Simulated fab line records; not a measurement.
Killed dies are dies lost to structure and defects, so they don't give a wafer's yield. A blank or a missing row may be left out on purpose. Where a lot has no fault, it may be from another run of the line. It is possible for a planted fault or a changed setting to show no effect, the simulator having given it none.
Lot-split experiment / flow n5-finfet / 39 wafers read from 7 lots, route of 1938 steps

== THE SPLIT ==
At N5_HKMG_FIN_ETCH_58 (etches SOC in N2/H2, target depth 215.8 nm, time 741 s), the setting bias-w was moved away from the recipe's 13 W on 15 of the 39 wafers read, by -16.6% to +8.2%. The other wafers ran this setting at the recipe's value.

The reading comes from the split's own step.

== THE READING ==
rf-vpp-V, in V, at N5_HKMG_FIN_ETCH_58 (etches SOC in N2/H2, target depth 215.8 nm, time 741 s). A value of 99.2 V with a standard deviation of 0.83 V is what fault-free wafers of this fab line usually give.

wafer=L074.2; tool, chamber at the split=rie-diel-01, 1; bias-w as run, W=13; against the recipe=recipe; rf-vpp-V, V=98.6; against lot-mates on the recipe=-
wafer=L074.3; tool, chamber at the split=rie-diel-01, 3; bias-w as run, W=13; against the recipe=recipe; rf-vpp-V, V=99.8; against lot-mates on the recipe=-
wafer=L074.4; tool, chamber at the split=rie-diel-01, 2; bias-w as run, W=13; against the recipe=recipe; rf-vpp-V, V=98.7; against lot-mates on the recipe=-
wafer=L080.1; tool, chamber at the split=rie-diel-06, 3; bias-w as run, W=13; against the recipe=recipe; rf-vpp-V, V=99.0; against lot-mates on the recipe=-
wafer=L080.2; tool, chamber at the split=rie-diel-06, 1; bias-w as run, W=13; against the recipe=recipe; rf-vpp-V, V=99.9; against lot-mates on the recipe=-
wafer=L080.3; tool, chamber at the split=rie-diel-06, 2; bias-w as run, W=13; against the recipe=recipe; rf-vpp-V, V=100.4; against lot-mates on the recipe=-
wafer=L080.4; tool, chamber at the split=rie-diel-06, 0; bias-w as run, W=13; against the recipe=recipe; rf-vpp-V, V=99.8; against lot-mates on the recipe=-
wafer=L080.5; tool, chamber at the split=rie-diel-06, 2; bias-w as run, W=13; against the recipe=recipe; rf-vpp-V, V=99.4; against lot-mates on the recipe=-
wafer=L080.6; tool, chamber at the split=rie-diel-06, 1; bias-w as run, W=13; against the recipe=recipe; rf-vpp-V, V=99.9; against lot-mates on the recipe=-
wafer=L081.1; tool, chamber at the split=rie-diel-02, 3; bias-w as run, W=10.84; against the recipe=-16.6%; rf-vpp-V, V=88.2; against lot-mates on the recipe=-11.4
wafer=L081.2; tool, chamber at the split=rie-diel-02, 0; bias-w as run, W=13; against the recipe=recipe; rf-vpp-V, V=100.8; against lot-mates on the recipe=-
wafer=L081.3; tool, chamber at the split=rie-diel-02, 2; bias-w as run, W=13; against the recipe=recipe; rf-vpp-V, V=98.2; against lot-mates on the recipe=-
wafer=L081.4; tool, chamber at the split=rie-diel-02, 1; bias-w as run, W=10.84; against the recipe=-16.6%; rf-vpp-V, V=89.2; against lot-mates on the recipe=-10.4
wafer=L081.5; tool, chamber at the split=rie-diel-02, 0; bias-w as run, W=13; against the recipe=recipe; rf-vpp-V, V=99.7; against lot-mates on the recipe=-
wafer=L081.6; tool, chamber at the split=rie-diel-02, 1; bias-w as run, W=10.84; against the recipe=-16.6%; rf-vpp-V, V=88.7; against lot-mates on the recipe=-10.9
wafer=L089.1; tool, chamber at the split=rie-diel-01, 3; bias-w as run, W=13; against the recipe=recipe; rf-vpp-V, V=98.8; against lot-mates on the recipe=-
wafer=L089.2; tool, chamber at the split=rie-diel-01, 2; bias-w as run, W=13; against the recipe=recipe; rf-vpp-V, V=99.3; against lot-mates on the recipe=-
wafer=L089.3; tool, chamber at the split=rie-diel-01, 1; bias-w as run, W=14.07; against the recipe=+8.2%; rf-vpp-V, V=102.8; against lot-mates on the recipe=+4.1
wafer=L089.4; tool, chamber at the split=rie-diel-01, 0; bias-w as run, W=14.07; against the recipe=+8.2%; rf-vpp-V, V=104.7; against lot-mates on the recipe=+6.0
wafer=L089.5; tool, chamber at the split=rie-diel-01, 3; bias-w as run, W=13; against the recipe=recipe; rf-vpp-V, V=98.1; against lot-mates on the recipe=-
wafer=L089.6; tool, chamber at the split=rie-diel-01, 0; bias-w as run, W=14.07; against the recipe=+8.2%; rf-vpp-V, V=105.3; against lot-mates on the recipe=+6.6
wafer=L092.1; tool, chamber at the split=rie-diel-06, 3; bias-w as run, W=11.77; against the recipe=-9.5%; rf-vpp-V, V=91.7; against lot-mates on the recipe=-8.8
wafer=L092.2; tool, chamber at the split=rie-diel-06, 1; bias-w as run, W=13; against the recipe=recipe; rf-vpp-V, V=100.4; against lot-mates on the recipe=-
wafer=L092.3; tool, chamber at the split=rie-diel-06, 2; bias-w as run, W=13; against the recipe=recipe; rf-vpp-V, V=101.0; against lot-mates on the recipe=-
wafer=L092.4; tool, chamber at the split=rie-diel-06, 0; bias-w as run, W=13; against the recipe=recipe; rf-vpp-V, V=100.1; against lot-mates on the recipe=-
wafer=L092.5; tool, chamber at the split=rie-diel-06, 0; bias-w as run, W=11.77; against the recipe=-9.5%; rf-vpp-V, V=90.6; against lot-mates on the recipe=-9.9
wafer=L092.6; tool, chamber at the split=rie-diel-06, 1; bias-w as run, W=11.77; against the recipe=-9.5%; rf-vpp-V, V=93.5; against lot-mates on the recipe=-7.0
wafer=L095.1; tool, chamber at the split=rie-diel-01, 1; bias-w as run, W=11.53; against the recipe=-11.3%; rf-vpp-V, V=91.8; against lot-mates on the recipe=-7.1
wafer=L095.2; tool, chamber at the split=rie-diel-01, 2; bias-w as run, W=13; against the recipe=recipe; rf-vpp-V, V=97.9; against lot-mates on the recipe=-
wafer=L095.3; tool, chamber at the split=rie-diel-01, 0; bias-w as run, W=11.53; against the recipe=-11.3%; rf-vpp-V, V=91.5; against lot-mates on the recipe=-7.4
wafer=L095.4; tool, chamber at the split=rie-diel-01, 3; bias-w as run, W=13; against the recipe=recipe; rf-vpp-V, V=99.9; against lot-mates on the recipe=-
wafer=L095.5; tool, chamber at the split=rie-diel-01, 2; bias-w as run, W=11.53; against the recipe=-11.3%; rf-vpp-V, V=90.9; against lot-mates on the recipe=-8.0
wafer=L095.6; tool, chamber at the split=rie-diel-01, 1; bias-w as run, W=13; against the recipe=recipe; rf-vpp-V, V=98.8; against lot-mates on the recipe=-
wafer=L097.1; tool, chamber at the split=rie-diel-01, 0; bias-w as run, W=13; against the recipe=recipe; rf-vpp-V, V=97.2; against lot-mates on the recipe=-
wafer=L097.2; tool, chamber at the split=rie-diel-01, 2; bias-w as run, W=11.85; against the recipe=-8.8%; rf-vpp-V, V=93.3; against lot-mates on the recipe=-4.9
wafer=L097.3; tool, chamber at the split=rie-diel-01, 1; bias-w as run, W=13; against the recipe=recipe; rf-vpp-V, V=99.1; against lot-mates on the recipe=-
wafer=L097.4; tool, chamber at the split=rie-diel-01, 1; bias-w as run, W=13; against the recipe=recipe; rf-vpp-V, V=98.4; against lot-mates on the recipe=-
wafer=L097.5; tool, chamber at the split=rie-diel-01, 2; bias-w as run, W=11.85; against the recipe=-8.8%; rf-vpp-V, V=93.2; against lot-mates on the recipe=-5.0
wafer=L097.6; tool, chamber at the split=rie-diel-01, 0; bias-w as run, W=11.85; against the recipe=-8.8%; rf-vpp-V, V=93.2; against lot-mates on the recipe=-5.0

THE FIT
A straight line over all 39 wafers: rf-vpp-V changes by +0.664 V for each +1% of bias-w; r = +0.98; the points scatter about the line by 0.97 V.
The same after taking each lot's own level away (the mean of its wafers on the recipe; 39 wafers): +0.679 V for each +1%; r = +0.98; scatter 0.99 V.
On that fit, the largest move of bias-w shifts the reading by 11 V.
The span of the lots' own levels, 98.23 to 100.50 V, comes to 2.7 times the standard deviation stated above.
The two slopes agree, so the slope changes little with the lot-to-lot level.
Check: for one of the wafers moved furthest among these (-16.6%), held out of the fit, the line's prediction against its lot-mates is -11.3 V. Against them it came out at -11.4 V.
Tool readings at the split's step, against how far the setting was moved: rf-vpp-V r = +0.98.

== OTHER SPLITS ON THESE WAFERS ==
Other splits were also applied to these wafers ahead of the reading. Each is held against what the fit with the lots' levels taken away leaves over:
other split on the same wafers=N5_DUMMY_GATE_HM_DEP_06 target-thk-a; wafers away from the commonest value=33; r with rf-vpp-V (lot level and that fit taken away)=+0.18
other split on the same wafers=N5_DUMMY_GATE_EXPOSE_12 dose-mj; wafers away from the commonest value=12; r with rf-vpp-V (lot level and that fit taken away)=+0.09

== THE FILE'S OWN FIT ==
rf-vpp-V changes by +0.68 V for each +1% of bias-w, r = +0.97.
